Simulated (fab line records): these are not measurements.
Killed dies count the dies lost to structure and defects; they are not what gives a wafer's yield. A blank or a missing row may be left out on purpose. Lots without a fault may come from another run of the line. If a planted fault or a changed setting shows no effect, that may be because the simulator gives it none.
Which of the tools did it?	flow n5Finfet	24 lots with 72 wafers sampled at 6 steps, on a route of 1938 steps

WHAT THE GAUGES SHOWED, per wafer
The record holds no reading of a measuring or inspecting step that can be judged against a usual standard deviation.

EACH LOT AND THE TOOL THAT RAN IT (in order: tool; ch and the chambers of the sampled wafers; start)
lot	N5_BEOL_M4_SURFACE_TREAT_85	N5_BEOL_M4_SPUTTER_48	N5_BEOL_M4_ANNEAL_80	N5_BEOL_M4_SPUTTER_94	N5_BEOL_M4_SPUTTER_96	N5_BEOL_M4_ANNEAL_51
L074	pvdSputter-02, day 7 12:11	pvdSputter-01, day 7 12:27	pvdSputter-01, day 7 12:45	pvdSputter-01, day 7 13:59	pvdSputter-01, day 7 14:13	rtpAnneal-02 ch 0, day 7 14:28
L076	pvdSputter-01, day 8 04:19	pvdSputter-01, day 8 04:32	pvdSputter-01, day 8 04:50	pvdSputter-01, day 8 06:04	pvdSputter-01, day 8 06:17	rtpAnneal-01 ch 0, day 8 06:29
L075	pvdSputter-02, day 8 08:07	pvdSputter-03, day 8 08:22	pvdSputter-03, day 8 08:40	pvdSputter-03, day 8 09:55	pvdSputter-03, day 8 10:08	rtpAnneal-02 ch 0, day 8 10:38
L077	pvdSputter-01, day 8 10:07	pvdSputter-03, day 8 10:28	pvdSputter-03, day 8 10:46	pvdSputter-03, day 8 12:01	pvdSputter-03, day 8 12:14	rtpAnneal-01 ch 0, day 8 12:28
L078	pvdSputter-01, day 8 11:14	pvdSputter-02, day 8 11:51	pvdSputter-02, day 8 12:09	pvdSputter-02, day 8 13:23	pvdSputter-02, day 8 13:37	rtpAnneal-02 ch 0, day 8 13:49
L079	pvdSputter-02, day 8 11:23	pvdSputter-01, day 8 11:56	pvdSputter-01, day 8 12:14	pvdSputter-01, day 8 13:28	pvdSputter-01, day 8 13:41	rtpAnneal-01 ch 0, day 8 13:57
L081	pvdSputter-01, day 9 02:39	pvdSputter-01, day 9 03:05	pvdSputter-01, day 9 03:23	pvdSputter-01, day 9 04:38	pvdSputter-01, day 9 04:51	rtpAnneal-02 ch 0, day 9 05:10
L080	pvdSputter-02, day 9 06:59	pvdSputter-01, day 9 07:12	pvdSputter-01, day 9 07:30	pvdSputter-01, day 9 08:44	pvdSputter-01, day 9 08:58	rtpAnneal-02 ch 0, day 9 09:13
L082	pvdSputter-03, day 9 12:25	pvdSputter-03, day 9 12:43	pvdSputter-03, day 9 13:01	pvdSputter-03, day 9 14:15	pvdSputter-03, day 9 14:28	rtpAnneal-01 ch 0, day 9 14:40
L084	pvdSputter-01, day 10 04:06	pvdSputter-02, day 10 04:19	pvdSputter-02, day 10 04:37	pvdSputter-02, day 10 05:52	pvdSputter-02, day 10 06:05	rtpAnneal-01 ch 0, day 10 06:19
L083	pvdSputter-03, day 10 04:16	pvdSputter-03, day 10 04:48	pvdSputter-03, day 10 05:06	pvdSputter-03, day 10 06:20	pvdSputter-03, day 10 06:34	rtpAnneal-01 ch 0, day 10 06:45
L085	pvdSputter-03, day 10 04:24	pvdSputter-02, day 10 06:10	pvdSputter-02, day 10 06:28	pvdSputter-02, day 10 07:42	pvdSputter-02, day 10 07:55	rtpAnneal-01 ch 0, day 10 08:07
L086	pvdSputter-02, day 10 11:40	pvdSputter-02, day 10 12:08	pvdSputter-02, day 10 12:26	pvdSputter-02, day 10 13:40	pvdSputter-02, day 10 13:53	rtpAnneal-01 ch 0, day 10 14:09
L087	pvdSputter-01, day 11 07:47	pvdSputter-03, day 11 08:04	pvdSputter-03, day 11 08:22	pvdSputter-03, day 11 09:36	pvdSputter-03, day 11 09:49	rtpAnneal-02 ch 0, day 11 10:01
L088	pvdSputter-03, day 11 10:24	pvdSputter-03, day 11 10:47	pvdSputter-03, day 11 11:05	pvdSputter-03, day 11 12:19	pvdSputter-03, day 11 12:32	rtpAnneal-01 ch 0, day 11 12:44
L089	pvdSputter-02, day 11 13:19	pvdSputter-02, day 11 13:32	pvdSputter-02, day 11 13:50	pvdSputter-02, day 11 15:04	pvdSputter-02, day 11 15:17	rtpAnneal-01 ch 0, day 11 15:32
L090	pvdSputter-01, day 11 15:26	pvdSputter-03, day 11 15:41	pvdSputter-03, day 11 15:59	pvdSputter-03, day 11 17:13	pvdSputter-03, day 11 17:26	rtpAnneal-01 ch 0, day 11 17:41
L091	pvdSputter-02, day 11 20:27	pvdSputter-01, day 11 20:58	pvdSputter-01, day 11 21:16	pvdSputter-01, day 11 22:31	pvdSputter-01, day 11 22:44	rtpAnneal-02 ch 0, day 11 23:01
L093	pvdSputter-01, day 11 23:57	pvdSputter-02, day 12 00:34	pvdSputter-02, day 12 00:52	pvdSputter-02, day 12 02:07	pvdSputter-02, day 12 02:20	rtpAnneal-01 ch 0, day 12 02:40
L092	pvdSputter-02, day 12 03:02	pvdSputter-01, day 12 03:20	pvdSputter-01, day 12 03:38	pvdSputter-01, day 12 04:53	pvdSputter-01, day 12 05:06	rtpAnneal-01 ch 0, day 12 05:17
L094	pvdSputter-02, day 12 20:39	pvdSputter-03, day 12 21:05	pvdSputter-03, day 12 21:23	pvdSputter-03, day 12 22:37	pvdSputter-03, day 12 22:50	rtpAnneal-01 ch 0, day 12 23:05
L095	pvdSputter-01, day 13 00:25	pvdSputter-01, day 13 00:46	pvdSputter-01, day 13 01:04	pvdSputter-01, day 13 02:18	pvdSputter-01, day 13 02:31	rtpAnneal-02 ch 0, day 13 02:43
L096	pvdSputter-03, day 13 04:31	pvdSputter-01, day 13 04:45	pvdSputter-01, day 13 05:03	pvdSputter-01, day 13 06:17	pvdSputter-01, day 13 06:31	rtpAnneal-02 ch 0, day 13 06:43
L097	pvdSputter-02, day 13 05:36	pvdSputter-01, day 13 06:38	pvdSputter-01, day 13 06:56	pvdSputter-01, day 13 08:10	pvdSputter-01, day 13 08:23	rtpAnneal-02 ch 0, day 13 08:35
- N5_BEOL_M4_SURFACE_TREAT_85
- N5_BEOL_M4_SPUTTER_48: material Cu, target thk 4.5 nm, time 8.29 s.
- N5_BEOL_M4_ANNEAL_80: time 240 s.
- N5_BEOL_M4_SPUTTER_94: material Cu, target thk 4.5 nm, time 8.29 s.
- N5_BEOL_M4_SPUTTER_96: material Cu, target thk 4.5 nm, time 8.29 s.
- N5_BEOL_M4_ANNEAL_51: time 90 s.

AS READ BY THE TOOLS THEMSELVES (means over the sampled wafers that have a number; for cases with no such wafer, the mark the record gives instead)
N5_BEOL_M4_SURFACE_TREAT_85.
lot	tool	arFlowSccm (sccm)
L074	pvdSputter-02	29.88
L076	pvdSputter-01	29.94
L075	pvdSputter-02	30.02
L077	pvdSputter-01	30.04
L078	pvdSputter-01	30.01
L079	pvdSputter-02	29.94
L081	pvdSputter-01	29.93
L080	pvdSputter-02	29.95
L082	pvdSputter-03	30.03
L084	pvdSputter-01	30.10
L083	pvdSputter-03	30.04
L085	pvdSputter-03	30.03
L086	pvdSputter-02	29.96
L087	pvdSputter-01	30.03
L088	pvdSputter-03	29.99
L089	pvdSputter-02	29.99
L090	pvdSputter-01	30.04
L091	pvdSputter-02	29.97
L093	pvdSputter-01	29.96
L092	pvdSputter-02	30.01
L094	pvdSputter-02	29.97
L095	pvdSputter-01	29.99
L096	pvdSputter-03	29.98
L097	pvdSputter-02	29.95

N5_BEOL_M4_SPUTTER_48.
lot	tool	chamberPressurePa (Pa)	substrateTempC (C)	susceptorTempC (C)	throttleValvePct (%)
L074	pvdSputter-01	0.07	-20.06	-19.91	31.1
L076	pvdSputter-01	0.07	-20.05	-19.99	30.8
L075	pvdSputter-03	0.07	-19.96	-20.07	30.2
L077	pvdSputter-03	0.07	-20.03	-19.97	30.7
L078	pvdSputter-02	0.07	-19.99	-20.06	30.4
L079	pvdSputter-01	0.07	-20.04	-20.04	30.8
L081	pvdSputter-01	0.07	-19.98	-20.14	30.8
L080	pvdSputter-01	0.07	-20.02	-19.92	31.3
L082	pvdSputter-03	0.07	-20.11	-20.05	30.8
L084	pvdSputter-02	0.07	-20.13	-19.98	30.4
L083	pvdSputter-03	0.07	-20.06	-20.02	30.3
L085	pvdSputter-02	0.07	-19.97	-19.93	30.5
L086	pvdSputter-02	0.07	-19.95	-19.93	30.1
L087	pvdSputter-03	0.07	-20.02	-19.98	30.3
L088	pvdSputter-03	0.07	-20.07	-20.00	29.6
L089	pvdSputter-02	0.07	-20.08	-20.01	30.5
L090	pvdSputter-03	0.07	-19.83	-20.06	30.1
L091	pvdSputter-01	0.07	-20.05	-20.06	30.6
L093	pvdSputter-02	0.07	-19.98	-20.04	30.6
L092	pvdSputter-01	0.07	-19.92	-19.96	30.4
L094	pvdSputter-03	0.07	-19.98	-20.07	30.3
L095	pvdSputter-01	0.07	-20.04	-20.08	31.3
L096	pvdSputter-01	0.07	-19.92	-19.92	31.2
L097	pvdSputter-01	0.07	-19.98	-20.05	30.7

N5_BEOL_M4_ANNEAL_80.
lot	tool	heaterPowerW (W)	susceptorTempC (C)	susceptor_temp_C_max
L074	pvdSputter-01	940	399.93	400.6
L076	pvdSputter-01	774	400.24	401.0
L075	pvdSputter-03	854	400.07	401.0
L077	pvdSputter-03	818	400.33	401.2
L078	pvdSputter-02	890	399.78	400.5
L079	pvdSputter-01	931	400.23	401.2
L081	pvdSputter-01	714	400.10	401.0
L080	pvdSputter-01	839	400.06	401.0
L082	pvdSputter-03	837	399.99	400.8
L084	pvdSputter-02	867	400.07	400.6
L083	pvdSputter-03	907	400.20	401.2
L085	pvdSputter-02	893	400.13	400.8
L086	pvdSputter-02	961	399.86	400.4
L087	pvdSputter-03	819	400.10	401.3
L088	pvdSputter-03	889	400.05	401.3
L089	pvdSputter-02	876	400.05	400.8
L090	pvdSputter-03	850	399.98	401.3
L091	pvdSputter-01	854	399.97	400.7
L093	pvdSputter-02	947	399.95	400.7
L092	pvdSputter-01	715	400.01	400.6
L094	pvdSputter-03	830	399.86	401.2
L095	pvdSputter-01	909	399.90	400.9
L096	pvdSputter-01	848	400.03	400.8
L097	pvdSputter-01	850	400.24	400.9

N5_BEOL_M4_SPUTTER_94.
lot	tool	chamberPressurePa (Pa)	substrateTempC (C)	susceptorTempC (C)	throttleValvePct (%)
L074	pvdSputter-01	0.07	-19.99	-20.07	31.1
L076	pvdSputter-01	0.07	-20.03	-20.04	30.8
L075	pvdSputter-03	0.07	-19.97	-20.13	30.3
L077	pvdSputter-03	0.07	-20.06	-19.89	30.8
L078	pvdSputter-02	0.07	-19.98	-20.04	30.4
L079	pvdSputter-01	0.07	-19.96	-19.96	30.7
L081	pvdSputter-01	0.07	-20.08	-20.07	30.8
L080	pvdSputter-01	0.07	-20.08	-20.02	31.1
L082	pvdSputter-03	0.07	-20.03	-19.96	30.7
L084	pvdSputter-02	0.07	-19.97	-20.01	30.5
L083	pvdSputter-03	0.07	-19.98	-20.00	30.2
L085	pvdSputter-02	0.07	-19.92	-20.01	30.6
L086	pvdSputter-02	0.07	-20.06	-19.99	30.3
L087	pvdSputter-03	0.07	-19.95	-20.04	30.2
L088	pvdSputter-03	0.07	-20.03	-19.95	29.7
L089	pvdSputter-02	0.07	-20.11	-19.91	30.4
L090	pvdSputter-03	0.07	-20.01	-19.98	30.3
L091	pvdSputter-01	0.07	-19.99	-20.04	30.6
L093	pvdSputter-02	0.07	-20.13	-20.13	30.6
L092	pvdSputter-01	0.07	-20.01	-19.93	30.2
L094	pvdSputter-03	0.07	-20.01	-20.12	30.2
L095	pvdSputter-01	0.07	-19.89	-20.03	31.2
L096	pvdSputter-01	0.07	-19.92	-20.04	31.1
L097	pvdSputter-01	0.07	-19.99	-19.91	30.7

N5_BEOL_M4_SPUTTER_96.
lot	tool	chamberPressurePa (Pa)	substrateTempC (C)	susceptorTempC (C)	throttleValvePct (%)
L074	pvdSputter-01	0.06995	-19.98	-20.03	30.9
L076	pvdSputter-01	0.07002	-20.00	-20.14	30.9
L075	pvdSputter-03	0.07001	-19.95	-20.04	30.3
L077	pvdSputter-03	0.06991	-19.96	-20.10	30.7
L078	pvdSputter-02	0.07000	-19.93	-19.89	30.5
L079	pvdSputter-01	0.06986	-19.91	-20.08	30.6
L081	pvdSputter-01	0.07001	-19.97	-19.97	30.8
L080	pvdSputter-01	0.07008	-20.07	-19.95	31.3
L082	pvdSputter-03	0.07012	-20.08	-20.04	30.9
L084	pvdSputter-02	0.06993	-20.01	-20.01	30.6
L083	pvdSputter-03	0.06996	-20.04	-20.07	30.1
L085	pvdSputter-02	0.06997	-19.99	-20.04	30.5
L086	pvdSputter-02	0.06982	-19.91	-19.96	30.3
L087	pvdSputter-03	0.07001	-19.92	-19.92	30.1
L088	pvdSputter-03	0.06995	-20.08	-19.97	29.6
L089	pvdSputter-02	0.06999	-19.95	-19.88	30.7
L090	pvdSputter-03	0.07003	-20.07	-19.91	30.0
L091	pvdSputter-01	0.06990	-20.00	-20.01	30.5
L093	pvdSputter-02	0.06995	-20.00	-19.97	30.7
L092	pvdSputter-01	0.06994	-20.12	-19.92	30.2
L094	pvdSputter-03	0.07004	-20.03	-20.06	30.2
L095	pvdSputter-01	0.07009	-19.93	-19.98	31.2
L096	pvdSputter-01	0.06997	-19.90	-20.03	31.2
L097	pvdSputter-01	0.07000	-19.94	-20.00	30.6

N5_BEOL_M4_ANNEAL_51.
lot	tool	wafer_temp_C_max
L074	rtpAnneal-02	225.79
L076	rtpAnneal-01	225.79
L075	rtpAnneal-02	226.31
L077	rtpAnneal-01	225.80
L078	rtpAnneal-02	226.09
L079	rtpAnneal-01	225.78
L081	rtpAnneal-02	225.81
L080	rtpAnneal-02	225.94
L082	rtpAnneal-01	225.97
L084	rtpAnneal-01	225.86
L083	rtpAnneal-01	225.65
L085	rtpAnneal-01	225.98
L086	rtpAnneal-01	225.75
L087	rtpAnneal-02	225.81
L088	rtpAnneal-01	225.79
L089	rtpAnneal-01	225.89
L090	rtpAnneal-01	225.82
L091	rtpAnneal-02	225.90
L093	rtpAnneal-01	225.55
L092	rtpAnneal-01	225.96
L094	rtpAnneal-01	225.78
L095	rtpAnneal-02	226.03
L096	rtpAnneal-02	225.71
L097	rtpAnneal-02	225.96

THE ANSWER, worked out from the rows above alone
Rule: the usual values come from the lots themselves. Put in order of their means at a reading, lots are off if they are a third of the lots or fewer, leave a main group of 4 or more, and stand apart from it by a gap of 3 or more times the standard deviation of the main group's means; of several such gaps the widest counts. A main group is skipped when, at the precision printed for the reading in the tables above, its means are all equal. Also off: a lot with no number at a reading for which 4 or more lots have one. Where the step has rows for the other lots, those lots are counted as sound. After the gauges, taken in route order, come the tools' own readings; for these a lot's mean is taken, as printed above. The first step at which some lot is off is used, and at that step the reading that is off furthest; a lot without a number counts as furthest.
No lot is off at any reading shown: from this, nothing can be told.

WHAT THE SIMULATOR HAD INSERTED
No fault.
